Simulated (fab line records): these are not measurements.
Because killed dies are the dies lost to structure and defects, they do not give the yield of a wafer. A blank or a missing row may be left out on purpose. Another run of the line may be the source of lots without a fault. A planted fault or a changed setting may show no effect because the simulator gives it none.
fab line records / flow nand-harc
record lots=14 wafers=42 last-day=33
route steps=1302 shown A_CHANNEL_FILL_D1@508 A_DECK1_JOINT@539 A_ONON_D2@549 END@1302
lots untouched by any fault: they come from a run of this same line in which no faults occurred
start-h: hours from the record's opening day to when the first of the lot's shown wafers began / wait-h: hours from the lot's prior step to this one / " same as the row above / L1.1+2: one row covering several wafers at once / - either no value or no given start / * or withheld: withheld / < > ~ a bound
route shown NAME@n: a module of which the file shows steps, and the number in the route of the first / usual: mean/standard deviation taken from wafers without a fault / same: alike in all rows / chamber/n: place in a boat / sites: each site's reading / _std_site: their standard deviation / _edge_site: inner sites' mean taken away from outer sites' mean / radius-mm: for every site, how far away it sits from the centre of the wafer / mask NAME#n: copy n / behind: the tool/chamber that last shaped the wafer / hold: why the lot was held/for how many hours/how that ended / device: the transistor (n, p or np) that didn't switch / end of line: the tests these same wafers got at the end of their route / for a step that has no rows: nothing shown but its recipe / killed: the dies lost at the first sort to structure and to defects; this is not the yield of the wafer / map: per-die view of a wafer (x killed, . not killed, _ where there is no die)
set.NAME: the setting the step ran with; set.NAME@STEP: the setting that earlier step ran with / model.NAME: the simulator's own value behind a step, which no gauge read
one table for each step of the route and one row for each wafer, over a sample of lots
services: a tool's chamber out of use, with start hour (start-h, from the record's first day; less than 0 if before it), hours out, and reason
## steps
# step NHARC_A_CHANNEL_FILL_D1_ETCHBACK_08
# recipe target-depth-a=2200 time-s=110 c4f8-flow-sccm=20 ar-flow-sccm=withheld rf-w=600 bias-w=300 chemistry=C4F8
# usual chamber-pressure-mTorr=25.003/0.022 oes-product-au=0.96/0.036 rf-vpp-V=440.6/2.7
lot.wafer=L170.2 tool=rie-diel-05 chamber=2 start-h=- wait-h=- chamber-pressure-mTorr=24.992 oes-product-au=0.94 rf-hours-counter-h=8 rf-vpp-V=445.6
lot.wafer=L170.1 tool=rie-diel-05 chamber=3 start-h=- wait-h=- chamber-pressure-mTorr=24.992 oes-product-au=0.93 rf-hours-counter-h=7 rf-vpp-V=440.6
lot.wafer=L170.6 tool=rie-diel-05 chamber=2 start-h=- wait-h=- chamber-pressure-mTorr=25.032 oes-product-au=0.93 rf-hours-counter-h=- rf-vpp-V=444.4
lot.wafer=L169.2 tool=rie-diel-12 chamber=3 start-h=- wait-h=- chamber-pressure-mTorr=24.986 oes-product-au=0.94 rf-hours-counter-h=8 rf-vpp-V=438.1
lot.wafer=L169.1 tool=rie-diel-12 chamber=0 start-h=- wait-h=- chamber-pressure-mTorr=24.985 oes-product-au=0.94 rf-hours-counter-h=9 rf-vpp-V=436.3
lot.wafer=L169.5 tool=rie-diel-12 chamber=3 start-h=- wait-h=- chamber-pressure-mTorr=24.994 oes-product-au=0.93 rf-hours-counter-h=- rf-vpp-V=435.8
lot.wafer=L171.2 tool=rie-diel-05 chamber=1 start-h=- wait-h=- chamber-pressure-mTorr=24.981 oes-product-au=1.01 rf-hours-counter-h=0 rf-vpp-V=445.7
lot.wafer=L171.1 tool=rie-diel-05 chamber=2 start-h=- wait-h=- chamber-pressure-mTorr=25.011 oes-product-au=0.99 rf-hours-counter-h=1 rf-vpp-V=444.3
lot.wafer=L171.3 tool=rie-diel-05 chamber=0 start-h=- wait-h=- chamber-pressure-mTorr=24.992 oes-product-au=1.00 rf-hours-counter-h=1 rf-vpp-V=443.6
lot.wafer=L173.3 tool=rie-diel-04 chamber=1 start-h=- wait-h=- chamber-pressure-mTorr=25.000 oes-product-au=0.98 rf-hours-counter-h=5 rf-vpp-V=440.3
lot.wafer=L173.2 tool=rie-diel-04 chamber=2 start-h=- wait-h=- chamber-pressure-mTorr=24.979 oes-product-au=0.97 rf-hours-counter-h=5 rf-vpp-V=441.6
lot.wafer=L173.6 tool=rie-diel-04 chamber=0 start-h=- wait-h=- chamber-pressure-mTorr=25.008 oes-product-au=0.98 rf-hours-counter-h=- rf-vpp-V=439.3
lot.wafer=L175.2 tool=rie-diel-12 chamber=3 start-h=- wait-h=- chamber-pressure-mTorr=25.006 oes-product-au=1.01 rf-hours-counter-h=0 rf-vpp-V=437.1
lot.wafer=L175.1 tool=rie-diel-12 chamber=0 start-h=- wait-h=- chamber-pressure-mTorr=24.976 oes-product-au=1.02 rf-hours-counter-h=0 rf-vpp-V=436.8
lot.wafer=L175.3 tool=rie-diel-12 chamber=1 start-h=- wait-h=- chamber-pressure-mTorr=24.988 oes-product-au=0.99 rf-hours-counter-h=0 rf-vpp-V=438.3
lot.wafer=L176.2 tool=rie-diel-04 chamber=1 start-h=- wait-h=- chamber-pressure-mTorr=24.988 oes-product-au=0.93 rf-hours-counter-h=7 rf-vpp-V=441.0
lot.wafer=L176.3 tool=rie-diel-04 chamber=2 start-h=- wait-h=- chamber-pressure-mTorr=25.026 oes-product-au=0.92 rf-hours-counter-h=7 rf-vpp-V=438.7
lot.wafer=L176.4 tool=rie-diel-04 chamber=3 start-h=- wait-h=- chamber-pressure-mTorr=24.994 oes-product-au=0.93 rf-hours-counter-h=6 rf-vpp-V=439.1
lot.wafer=L184.2 tool=rie-diel-05 chamber=1 start-h=- wait-h=- chamber-pressure-mTorr=25.031 oes-product-au=0.92 rf-hours-counter-h=7 rf-vpp-V=444.0
lot.wafer=L184.5 tool=rie-diel-05 chamber=3 start-h=- wait-h=- chamber-pressure-mTorr=24.991 oes-product-au=0.94 rf-hours-counter-h=- rf-vpp-V=441.1
lot.wafer=L184.6 tool=rie-diel-05 chamber=0 start-h=- wait-h=- chamber-pressure-mTorr=25.008 oes-product-au=0.93 rf-hours-counter-h=- rf-vpp-V=444.2
lot.wafer=L185.4 tool=rie-diel-04 chamber=0 start-h=- wait-h=- chamber-pressure-mTorr=24.997 oes-product-au=0.96 rf-hours-counter-h=1 rf-vpp-V=438.4
lot.wafer=L185.1 tool=rie-diel-04 chamber=1 start-h=- wait-h=- chamber-pressure-mTorr=24.999 oes-product-au=0.98 rf-hours-counter-h=1 rf-vpp-V=440.2
lot.wafer=L185.2 tool=rie-diel-04 chamber=3 start-h=- wait-h=- chamber-pressure-mTorr=24.984 oes-product-au=0.96 rf-hours-counter-h=1 rf-vpp-V=440.5
lot.wafer=L187.4 tool=rie-diel-05 chamber=0 start-h=- wait-h=- chamber-pressure-mTorr=24.985 oes-product-au=0.92 rf-hours-counter-h=8 rf-vpp-V=444.5
lot.wafer=L187.1 tool=rie-diel-05 chamber=1 start-h=- wait-h=- chamber-pressure-mTorr=24.992 oes-product-au=0.92 rf-hours-counter-h=8 rf-vpp-V=444.7
lot.wafer=L187.5 tool=rie-diel-05 chamber=0 start-h=- wait-h=- chamber-pressure-mTorr=25.011 oes-product-au=0.94 rf-hours-counter-h=- rf-vpp-V=444.6
lot.wafer=L188.2 tool=rie-diel-04 chamber=2 start-h=- wait-h=- chamber-pressure-mTorr=25.019 oes-product-au=1.01 rf-hours-counter-h=1 rf-vpp-V=441.8
lot.wafer=L188.1 tool=rie-diel-04 chamber=3 start-h=- wait-h=- chamber-pressure-mTorr=24.975 oes-product-au=1.01 rf-hours-counter-h=2 rf-vpp-V=439.8
lot.wafer=L188.4 tool=rie-diel-04 chamber=1 start-h=- wait-h=- chamber-pressure-mTorr=25.003 oes-product-au=1.00 rf-hours-counter-h=1 rf-vpp-V=439.2
lot.wafer=L189.3 tool=rie-diel-05 chamber=3 start-h=- wait-h=- chamber-pressure-mTorr=25.010 oes-product-au=1.00 rf-hours-counter-h=2 rf-vpp-V=439.3
lot.wafer=L189.4 tool=rie-diel-05 chamber=0 start-h=- wait-h=- chamber-pressure-mTorr=25.023 oes-product-au=1.00 rf-hours-counter-h=1 rf-vpp-V=443.6
lot.wafer=L189.6 tool=rie-diel-05 chamber=2 start-h=- wait-h=- chamber-pressure-mTorr=24.994 oes-product-au=1.00 rf-hours-counter-h=- rf-vpp-V=445.0
lot.wafer=L190.2 tool=rie-diel-05 chamber=3 start-h=- wait-h=- chamber-pressure-mTorr=24.958 oes-product-au=0.93 rf-hours-counter-h=2 rf-vpp-V=440.2
lot.wafer=L190.1 tool=rie-diel-05 chamber=0 start-h=- wait-h=- chamber-pressure-mTorr=24.990 oes-product-au=0.92 rf-hours-counter-h=1 rf-vpp-V=442.6
lot.wafer=L190.4 tool=rie-diel-05 chamber=1 start-h=- wait-h=- chamber-pressure-mTorr=25.021 oes-product-au=0.92 rf-hours-counter-h=1 rf-vpp-V=444.3
lot.wafer=L191.2 tool=rie-diel-04 chamber=1 start-h=- wait-h=- chamber-pressure-mTorr=25.014 oes-product-au=1.00 rf-hours-counter-h=5 rf-vpp-V=439.5
lot.wafer=L191.3 tool=rie-diel-04 chamber=2 start-h=- wait-h=- chamber-pressure-mTorr=24.999 oes-product-au=1.01 rf-hours-counter-h=4 rf-vpp-V=442.3
lot.wafer=L191.6 tool=rie-diel-04 chamber=1 start-h=- wait-h=- chamber-pressure-mTorr=25.040 oes-product-au=1.01 rf-hours-counter-h=- rf-vpp-V=441.1
lot.wafer=L192.4 tool=rie-diel-05 chamber=2 start-h=- wait-h=- chamber-pressure-mTorr=25.016 oes-product-au=0.99 rf-hours-counter-h=2 rf-vpp-V=443.7
lot.wafer=L192.3 tool=rie-diel-05 chamber=3 start-h=- wait-h=- chamber-pressure-mTorr=25.013 oes-product-au=1.00 rf-hours-counter-h=3 rf-vpp-V=440.7
lot.wafer=L192.2 tool=rie-diel-05 chamber=1 start-h=- wait-h=- chamber-pressure-mTorr=25.040 oes-product-au=0.99 rf-hours-counter-h=2 rf-vpp-V=444.4
# step NHARC_A_DECK1_JOINT_CMP_02
# recipe material=SiOx
# usual motor-current-A=12.4/1.6
lot.wafer=L170.1 tool=cmp-02 chamber=1 start-h=272.35 wait-h=0.4 motor-current-A=11.3
lot.wafer=L170.2 tool=cmp-02 chamber=3 start-h=272.35 wait-h=0.4 motor-current-A=14.0
lot.wafer=L170.6 tool=cmp-02 chamber=0 start-h=272.35 wait-h=0.4 motor-current-A=12.6
lot.wafer=L169.1 tool=cmp-01 chamber=3 start-h=272.35 wait-h=0.4 motor-current-A=12.1
lot.wafer=L169.2 tool=cmp-01 chamber=0 start-h=272.35 wait-h=0.4 motor-current-A=12.7
lot.wafer=L169.5 tool=cmp-01 chamber=3 start-h=272.35 wait-h=0.4 motor-current-A=11.4
lot.wafer=L171.2 tool=cmp-02 chamber=2 start-h=290.72 wait-h=0.4 motor-current-A=11.4
lot.wafer=L171.1 tool=cmp-02 chamber=3 start-h=290.72 wait-h=0.4 motor-current-A=14.9
lot.wafer=L171.3 tool=cmp-02 chamber=1 start-h=290.72 wait-h=0.4 motor-current-A=12.0
lot.wafer=L173.3 tool=cmp-01 chamber=2 start-h=302.53 wait-h=0.4 motor-current-A=12.8
lot.wafer=L173.2 tool=cmp-01 chamber=0 start-h=302.53 wait-h=0.4 motor-current-A=12.5
lot.wafer=L173.6 tool=cmp-01 chamber=2 start-h=302.53 wait-h=0.4 motor-current-A=13.0
lot.wafer=L175.2 tool=cmp-01 chamber=0 start-h=317.31 wait-h=0.4 motor-current-A=12.6
lot.wafer=L175.3 tool=cmp-01 chamber=1 start-h=317.31 wait-h=0.4 motor-current-A=9.9
lot.wafer=L175.1 tool=cmp-01 chamber=2 start-h=317.31 wait-h=0.4 motor-current-A=12.2
lot.wafer=L176.3 tool=cmp-03 chamber=3 start-h=332.92 wait-h=0.4 motor-current-A=13.4
lot.wafer=L176.4 tool=cmp-03 chamber=0 start-h=332.92 wait-h=0.4 motor-current-A=15.2
lot.wafer=L176.2 tool=cmp-03 chamber=2 start-h=332.92 wait-h=0.4 motor-current-A=9.8
lot.wafer=L184.2 tool=cmp-01 chamber=1 start-h=417.92 wait-h=0.4 motor-current-A=9.8
lot.wafer=L184.6 tool=cmp-01 chamber=3 start-h=417.92 wait-h=0.4 motor-current-A=12.5
lot.wafer=L184.5 tool=cmp-01 chamber=0 start-h=417.92 wait-h=0.4 motor-current-A=12.5
lot.wafer=L185.2 tool=cmp-03 chamber=3 start-h=430.77 wait-h=0.4 motor-current-A=13.3
lot.wafer=L185.4 tool=cmp-03 chamber=1 start-h=430.77 wait-h=0.4 motor-current-A=12.0
lot.wafer=L185.1 tool=cmp-03 chamber=2 start-h=430.77 wait-h=0.4 motor-current-A=9.2
lot.wafer=L188.1 tool=cmp-03 chamber=2 start-h=448.92 wait-h=0.4 motor-current-A=9.4
lot.wafer=L188.2 tool=cmp-03 chamber=3 start-h=448.92 wait-h=0.4 motor-current-A=13.5
lot.wafer=L188.4 tool=cmp-03 chamber=0 start-h=448.92 wait-h=0.4 motor-current-A=15.6
lot.wafer=L187.4 tool=cmp-01 chamber=3 start-h=448.92 wait-h=0.4 motor-current-A=13.1
lot.wafer=L187.1 tool=cmp-01 chamber=1 start-h=448.92 wait-h=0.4 motor-current-A=10.6
lot.wafer=L187.5 tool=cmp-01 chamber=2 start-h=448.92 wait-h=0.4 motor-current-A=12.8
lot.wafer=L189.3 tool=cmp-03 chamber=1 start-h=478.05 wait-h=0.4 motor-current-A=13.2
lot.wafer=L189.4 tool=cmp-03 chamber=3 start-h=478.05 wait-h=0.4 motor-current-A=13.1
lot.wafer=L189.6 tool=cmp-03 chamber=0 start-h=478.05 wait-h=0.4 motor-current-A=16.1
lot.wafer=L190.2 tool=cmp-03 chamber=3 start-h=479.81 wait-h=0.5 motor-current-A=13.3
lot.wafer=L190.1 tool=cmp-03 chamber=1 start-h=479.81 wait-h=0.5 motor-current-A=12.6
lot.wafer=L190.4 tool=cmp-03 chamber=2 start-h=479.81 wait-h=0.5 motor-current-A=9.3
lot.wafer=L191.3 tool=cmp-01 chamber=0 start-h=492.39 wait-h=0.4 motor-current-A=12.3
lot.wafer=L191.2 tool=cmp-01 chamber=2 start-h=492.39 wait-h=0.4 motor-current-A=12.9
lot.wafer=L191.6 tool=cmp-01 chamber=1 start-h=492.39 wait-h=0.4 motor-current-A=9.3
lot.wafer=L192.4 tool=cmp-03 chamber=3 start-h=492.42 wait-h=0.4 motor-current-A=13.3
lot.wafer=L192.3 tool=cmp-03 chamber=0 start-h=492.42 wait-h=0.4 motor-current-A=15.3
lot.wafer=L192.2 tool=cmp-03 chamber=1 start-h=492.42 wait-h=0.4 motor-current-A=12.6
# step NHARC_A_ONON_D2_DEP_06
# recipe target-thk-a=10000 n2-flow-sccm=2750 n2o-flow-sccm=2000 nh3-flow-sccm=500 sih4-flow-sccm=210 temp-c=400
# usual susceptor-temp-C=400.04/0.22
lot.wafer=L170.1 tool=pecvd-onon-02 chamber=0 start-h=274.23 wait-h=0.1 susceptor-temp-C=400.03
lot.wafer=L170.2 tool=pecvd-onon-02 chamber=0 start-h=274.23 wait-h=0.1 susceptor-temp-C=400.06
lot.wafer=L170.6 tool=pecvd-onon-02 chamber=0 start-h=274.23 wait-h=0.1 susceptor-temp-C=400.44
lot.wafer=L169.1 tool=pecvd-onon-03 chamber=0 start-h=274.52 wait-h=0.1 susceptor-temp-C=399.92
lot.wafer=L169.2 tool=pecvd-onon-03 chamber=0 start-h=274.52 wait-h=0.1 susceptor-temp-C=400.07
lot.wafer=L169.5 tool=pecvd-onon-03 chamber=0 start-h=274.52 wait-h=0.1 susceptor-temp-C=399.94
lot.wafer=L171.1 tool=pecvd-onon-03 chamber=0 start-h=292.62 wait-h=0.1 susceptor-temp-C=399.74
lot.wafer=L171.2 tool=pecvd-onon-03 chamber=0 start-h=292.62 wait-h=0.1 susceptor-temp-C=399.62
lot.wafer=L171.3 tool=pecvd-onon-03 chamber=0 start-h=292.62 wait-h=0.1 susceptor-temp-C=400.01
lot.wafer=L173.2 tool=pecvd-onon-02 chamber=0 start-h=304.53 wait-h=0.1 susceptor-temp-C=399.94
lot.wafer=L173.3 tool=pecvd-onon-02 chamber=0 start-h=304.53 wait-h=0.1 susceptor-temp-C=399.86
lot.wafer=L173.6 tool=pecvd-onon-02 chamber=0 start-h=304.53 wait-h=0.1 susceptor-temp-C=399.85
lot.wafer=L175.1 tool=pecvd-onon-02 chamber=0 start-h=319.19 wait-h=0.1 susceptor-temp-C=400.07
lot.wafer=L175.2 tool=pecvd-onon-02 chamber=0 start-h=319.19 wait-h=0.1 susceptor-temp-C=400.53
lot.wafer=L175.3 tool=pecvd-onon-02 chamber=0 start-h=319.19 wait-h=0.1 susceptor-temp-C=399.85
lot.wafer=L176.2 tool=pecvd-onon-03 chamber=0 start-h=334.89 wait-h=0.1 susceptor-temp-C=400.09
lot.wafer=L176.3 tool=pecvd-onon-03 chamber=0 start-h=334.89 wait-h=0.1 susceptor-temp-C=399.81
lot.wafer=L176.4 tool=pecvd-onon-03 chamber=0 start-h=334.89 wait-h=0.1 susceptor-temp-C=400.52
lot.wafer=L184.2 tool=pecvd-onon-02 chamber=0 start-h=419.83 wait-h=0.1 susceptor-temp-C=400.27
lot.wafer=L184.5 tool=pecvd-onon-02 chamber=0 start-h=419.83 wait-h=0.1 susceptor-temp-C=399.92
lot.wafer=L184.6 tool=pecvd-onon-02 chamber=0 start-h=419.83 wait-h=0.1 susceptor-temp-C=399.97
lot.wafer=L185.1 tool=pecvd-onon-02 chamber=0 start-h=432.67 wait-h=0.1 susceptor-temp-C=399.89
lot.wafer=L185.2 tool=pecvd-onon-02 chamber=0 start-h=432.67 wait-h=0.1 susceptor-temp-C=399.71
lot.wafer=L185.4 tool=pecvd-onon-02 chamber=0 start-h=432.67 wait-h=0.1 susceptor-temp-C=399.87
lot.wafer=L187.1 tool=pecvd-onon-03 chamber=0 start-h=450.81 wait-h=0.1 susceptor-temp-C=399.68
lot.wafer=L187.4 tool=pecvd-onon-03 chamber=0 start-h=450.81 wait-h=0.1 susceptor-temp-C=399.95
lot.wafer=L187.5 tool=pecvd-onon-03 chamber=0 start-h=450.81 wait-h=0.1 susceptor-temp-C=399.82
lot.wafer=L188.1 tool=pecvd-onon-04 chamber=0 start-h=450.82 wait-h=0.1 susceptor-temp-C=400.00
lot.wafer=L188.2 tool=pecvd-onon-04 chamber=0 start-h=450.82 wait-h=0.1 susceptor-temp-C=399.95
lot.wafer=L188.4 tool=pecvd-onon-04 chamber=0 start-h=450.82 wait-h=0.1 susceptor-temp-C=400.10
lot.wafer=L189.3 tool=pecvd-onon-04 chamber=0 start-h=480.05 wait-h=0.2 susceptor-temp-C=400.10
lot.wafer=L189.4 tool=pecvd-onon-04 chamber=0 start-h=480.05 wait-h=0.2 susceptor-temp-C=400.19
lot.wafer=L189.6 tool=pecvd-onon-04 chamber=0 start-h=480.05 wait-h=0.2 susceptor-temp-C=400.25
lot.wafer=L190.1 tool=pecvd-onon-03 chamber=0 start-h=481.72 wait-h=0.1 susceptor-temp-C=399.69
lot.wafer=L190.2 tool=pecvd-onon-03 chamber=0 start-h=481.72 wait-h=0.1 susceptor-temp-C=400.07
lot.wafer=L190.4 tool=pecvd-onon-03 chamber=0 start-h=481.72 wait-h=0.1 susceptor-temp-C=399.84
lot.wafer=L191.2 tool=pecvd-onon-02 chamber=0 start-h=494.36 wait-h=0.1 susceptor-temp-C=400.11
lot.wafer=L191.3 tool=pecvd-onon-02 chamber=0 start-h=494.36 wait-h=0.1 susceptor-temp-C=400.51
lot.wafer=L191.6 tool=pecvd-onon-02 chamber=0 start-h=494.36 wait-h=0.1 susceptor-temp-C=400.21
lot.wafer=L192.2 tool=pecvd-onon-03 chamber=0 start-h=494.37 wait-h=0.1 susceptor-temp-C=399.77
lot.wafer=L192.3 tool=pecvd-onon-03 chamber=0 start-h=494.37 wait-h=0.1 susceptor-temp-C=399.92
lot.wafer=L192.4 tool=pecvd-onon-03 chamber=0 start-h=494.37 wait-h=0.1 susceptor-temp-C=399.91
# step NHARC_A_ONON_D2_THK_MEAS_08
# recipe thk-meas-gauge=ellipsometry
# usual thk-nm=1003/12
lot.wafer=L170.1 tool=film-metro-02 chamber=- start-h=274.75 wait-h=- thk-nm=1011
lot.wafer=L170.2 tool=film-metro-02 chamber=- start-h=274.75 wait-h=- thk-nm=1009
lot.wafer=L170.6 tool=film-metro-02 chamber=- start-h=274.75 wait-h=- thk-nm=1011
lot.wafer=L169.1 tool=film-metro-02 chamber=- start-h=275.02 wait-h=- thk-nm=1000
lot.wafer=L169.2 tool=film-metro-02 chamber=- start-h=275.02 wait-h=- thk-nm=1000
lot.wafer=L169.5 tool=film-metro-02 chamber=- start-h=275.02 wait-h=- thk-nm=999
lot.wafer=L171.1 tool=film-metro-02 chamber=- start-h=293.13 wait-h=- thk-nm=1005
lot.wafer=L171.2 tool=film-metro-02 chamber=- start-h=293.13 wait-h=- thk-nm=1006
lot.wafer=L171.3 tool=film-metro-02 chamber=- start-h=293.13 wait-h=- thk-nm=1008
lot.wafer=L173.2 tool=film-metro-01 chamber=- start-h=304.98 wait-h=- thk-nm=1001
lot.wafer=L173.3 tool=film-metro-01 chamber=- start-h=304.98 wait-h=- thk-nm=1003
lot.wafer=L173.6 tool=film-metro-01 chamber=- start-h=304.98 wait-h=- thk-nm=1003
lot.wafer=L175.1 tool=film-metro-02 chamber=- start-h=319.70 wait-h=- thk-nm=1024
lot.wafer=L175.2 tool=film-metro-02 chamber=- start-h=319.70 wait-h=- thk-nm=1025
lot.wafer=L175.3 tool=film-metro-02 chamber=- start-h=319.70 wait-h=- thk-nm=1024
lot.wafer=L176.2 tool=film-metro-01 chamber=- start-h=335.34 wait-h=- thk-nm=1032
lot.wafer=L176.3 tool=film-metro-01 chamber=- start-h=335.34 wait-h=- thk-nm=1031
lot.wafer=L176.4 tool=film-metro-01 chamber=- start-h=335.34 wait-h=- thk-nm=1033
lot.wafer=L184.2 tool=film-metro-01 chamber=- start-h=420.28 wait-h=- thk-nm=677
lot.wafer=L184.5 tool=film-metro-01 chamber=- start-h=420.28 wait-h=- thk-nm=676
lot.wafer=L184.6 tool=film-metro-01 chamber=- start-h=420.28 wait-h=- thk-nm=677
lot.wafer=L185.1 tool=film-metro-02 chamber=- start-h=433.18 wait-h=- thk-nm=649
lot.wafer=L185.2 tool=film-metro-02 chamber=- start-h=433.18 wait-h=- thk-nm=650
lot.wafer=L185.4 tool=film-metro-02 chamber=- start-h=433.18 wait-h=- thk-nm=648
lot.wafer=L187.1 tool=film-metro-02 chamber=- start-h=451.32 wait-h=- thk-nm=1021
lot.wafer=L187.4 tool=film-metro-02 chamber=- start-h=451.32 wait-h=- thk-nm=1019
lot.wafer=L187.5 tool=film-metro-02 chamber=- start-h=451.32 wait-h=- thk-nm=1020
lot.wafer=L188.1 tool=film-metro-01 chamber=- start-h=451.33 wait-h=- thk-nm=999
lot.wafer=L188.2 tool=film-metro-01 chamber=- start-h=451.33 wait-h=- thk-nm=999
lot.wafer=L188.4 tool=film-metro-01 chamber=- start-h=451.33 wait-h=- thk-nm=997
lot.wafer=L189.3 tool=film-metro-02 chamber=- start-h=480.45 wait-h=- thk-nm=991
lot.wafer=L189.4 tool=film-metro-02 chamber=- start-h=480.45 wait-h=- thk-nm=989
lot.wafer=L189.6 tool=film-metro-02 chamber=- start-h=480.45 wait-h=- thk-nm=988
lot.wafer=L190.1 tool=film-metro-01 chamber=- start-h=482.23 wait-h=- thk-nm=996
lot.wafer=L190.2 tool=film-metro-01 chamber=- start-h=482.23 wait-h=- thk-nm=997
lot.wafer=L190.4 tool=film-metro-01 chamber=- start-h=482.23 wait-h=- thk-nm=996
lot.wafer=L191.2 tool=film-metro-02 chamber=- start-h=494.81 wait-h=- thk-nm=1003
lot.wafer=L191.3 tool=film-metro-02 chamber=- start-h=494.81 wait-h=- thk-nm=1001
lot.wafer=L191.6 tool=film-metro-02 chamber=- start-h=494.81 wait-h=- thk-nm=1005
lot.wafer=L192.2 tool=film-metro-01 chamber=- start-h=494.82 wait-h=- thk-nm=1016
lot.wafer=L192.3 tool=film-metro-01 chamber=- start-h=494.82 wait-h=- thk-nm=1014
lot.wafer=L192.4 tool=film-metro-01 chamber=- start-h=494.82 wait-h=- thk-nm=1014
# step NHARC_END_SORT_01
# recipe temp-c=25
# usual killed-at-array=61/26 killed-at-other=0.8/1.1 killed-at-periphery=4.0/2.6 killed-dies=66/26 killed-open=3.1/1.7 killed-short=2.5/1.5
# same gross-dies=677
lot.wafer=L184.2 tool=prober-01 chamber=0 start-h=711.43 wait-h=2.8 killed-at-array=672 killed-at-other=0 killed-at-periphery=5 killed-dies=677 killed-open=3 killed-short=3
lot.wafer=L184.5 tool=prober-01 chamber=0 start-h=713.85 wait-h=3.7 killed-at-array=673 killed-at-other=0 killed-at-periphery=4 killed-dies=677 killed-open=5 killed-short=2
lot.wafer=L184.6 tool=prober-01 chamber=0 start-h=714.66 wait-h=4.0 killed-at-array=673 killed-at-other=0 killed-at-periphery=4 killed-dies=677 killed-open=6 killed-short=0
lot.wafer=L185.1 tool=prober-02 chamber=0 start-h=726.22 wait-h=2.5 killed-at-array=671 killed-at-other=2 killed-at-periphery=4 killed-dies=677 killed-open=4 killed-short=2
lot.wafer=L185.2 tool=prober-02 chamber=0 start-h=727.01 wait-h=2.8 killed-at-array=674 killed-at-other=1 killed-at-periphery=2 killed-dies=677 killed-open=5 killed-short=4
lot.wafer=L185.4 tool=prober-02 chamber=0 start-h=728.59 wait-h=3.4 killed-at-array=674 killed-at-other=0 killed-at-periphery=3 killed-dies=677 killed-open=2 killed-short=6
# killed by level:class
L184.2 A_ONON_D2:area-dep=646 A_CHANNEL_HOLE_D1:chamber-film-flake=7 A_CONTACT:chamber-film-flake=5 A_SLIT:chamber-film-flake=4 P_M0:chamber-film-flake=3 A_STAIRCASE:chamber-film-flake=3 P_M0:geometric-particle:open=2 A_ONON_D1:geometric-particle:short=1
L184.5 A_ONON_D2:area-dep=650 A_CHANNEL_HOLE_D1:chamber-film-flake=11 A_SLIT:chamber-film-flake=4 A_STAIRCASE:chamber-film-flake=2 P_M0:geometric-particle:open=1 P_M1:geometric-particle:short=1 A_CHANNEL_FILL_D1:geometric-particle:open=1 A_DECK1_JOINT:geometric-particle:open=1
L184.6 A_ONON_D2:area-dep=634 A_CHANNEL_HOLE_D1:chamber-film-flake=15 A_SLIT:chamber-film-flake=7 A_CONTACT:chamber-film-flake=6 A_STAIRCASE:chamber-film-flake=4 P_M0:chamber-film-flake=2 P_M1:geometric-particle:open=1 A_SOURCE_PLATE:geometric-particle:open=1
L185.1 A_ONON_D2:area-dep=584 A_SLIT:chamber-film-flake=30 A_CHANNEL_HOLE_D1:chamber-film-flake=27 A_CHANNEL_HOLE_D2:chamber-film-flake=14 A_STAIRCASE:chamber-film-flake=7 P_ZERO_WELL:chamber-film-flake=2 A_ZERO_WELL:chamber-film-flake=2 A_CHANNEL_FILL_D1:chamber-film-flake=2
L185.2 A_ONON_D2:area-dep=591 A_CHANNEL_HOLE_D1:chamber-film-flake=34 A_SLIT:chamber-film-flake=28 A_CHANNEL_HOLE_D2:chamber-film-flake=12 A_CHANNEL_FILL_D2:geometric-particle:short=2 A_SGD_CUT:geometric-particle:open=2 P_CONTACT:geometric-particle:short=1 P_M2:geometric-particle:open=1
L185.4 A_ONON_D2:area-dep=586 A_CHANNEL_HOLE_D1:chamber-film-flake=34 A_SLIT:chamber-film-flake=32 A_CHANNEL_HOLE_D2:chamber-film-flake=10 A_ONON_D1:geometric-particle:short=2 A_ONON_D2:geometric-particle:short=2 A_CHANNEL_FILL_D1:chamber-film-flake=2 A_STAIRCASE:chamber-film-flake=2
## services
tool=pecvd-onon-03 chamber=- start-h=227.33 hours=13.0 kind=pm
tool=rie-diel-05 chamber=- start-h=229.60 hours=9.0 kind=pm
tool=cmp-01 chamber=- start-h=258.19 hours=1.1 kind=repair
tool=cmp-03 chamber=- start-h=260.08 hours=4.0 kind=pm
tool=cmp-01 chamber=- start-h=283.50 hours=4.0 kind=pm
tool=cmp-01 chamber=- start-h=332.68 hours=0.9 kind=repair
tool=cmp-03 chamber=- start-h=337.91 hours=0.4 kind=repair
tool=rie-diel-04 chamber=3 start-h=346.67 hours=5.6 kind=repair
tool=rie-diel-04 chamber=3 start-h=354.84 hours=5.3 kind=repair
tool=rie-diel-04 chamber=- start-h=354.93 hours=9.0 kind=pm
tool=cmp-03 chamber=- start-h=358.08 hours=4.0 kind=pm
tool=cmp-01 chamber=- start-h=361.38 hours=0.3 kind=repair
tool=rie-diel-05 chamber=0 start-h=364.54 hours=1.2 kind=repair
tool=pecvd-onon-02 chamber=- start-h=366.00 hours=13.0 kind=pm
tool=rie-diel-04 chamber=1 start-h=375.32 hours=6.9 kind=repair
tool=pecvd-onon-03 chamber=- start-h=378.20 hours=5.9 kind=repair
tool=cmp-03 chamber=- start-h=378.60 hours=6.1 kind=repair
tool=cmp-01 chamber=- start-h=381.50 hours=4.0 kind=pm
tool=rie-diel-05 chamber=- start-h=406.60 hours=9.0 kind=pm
tool=pecvd-onon-03 chamber=- start-h=408.33 hours=13.0 kind=pm
tool=cmp-03 chamber=- start-h=436.07 hours=3.7 kind=repair
tool=cmp-01 chamber=- start-h=445.77 hours=0.5 kind=repair
tool=cmp-03 chamber=- start-h=456.08 hours=4.0 kind=pm
tool=cmp-01 chamber=- start-h=479.50 hours=4.0 kind=pm
## key
first-sign step=NHARC_A_ONON_D2_THK_MEAS_08 reading=thk-nm direction=down sigmas=28 usual=1003 struck=663
effect step=NHARC_END_SORT_01 reading=killed-at-array direction=up sigmas=24 usual=61 struck=673
more-kills-born-at NHARC_A_ONON_D2_DEP_06@pecvd-onon-02=3691
met-at NHARC_A_ONON_D2_DEP_06
struck-lots L184,L185
struck-wafers L184.2,L184.5,L184.6,L185.1,L185.2,L185.4
later-rows-left-out L184.2,L184.5,L184.6,L185.1,L185.2,L185.4
tester-left-out L184,L185
not-acting-at NHARC_A_CHANNEL_FILL_D1_ETCHBACK_08,NHARC_A_DECK1_JOINT_CMP_02
onset-between 319.19 419.83
fault kind=process-parameter-drift tool=pecvd-onon-02 chamber=0 onset-h=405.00 steps=NHARC_A_ONON_D2_DEP_06 channel=target-thk-a offset=* shape=step end-h=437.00 acts-in=* stated=*
# tester-left-out: of these lots the tester's yield and bins aren't shown, on N5 and GAA mostly nor the transistor test; their killed dies are dies lost to structure and defects alone, not to doping, threshold or leakage, so they don't give the yield
# later-rows-left-out: the simulator's readings of these wafers behind a module that went badly wrong aren't trusted and aren't shown, but for the sort
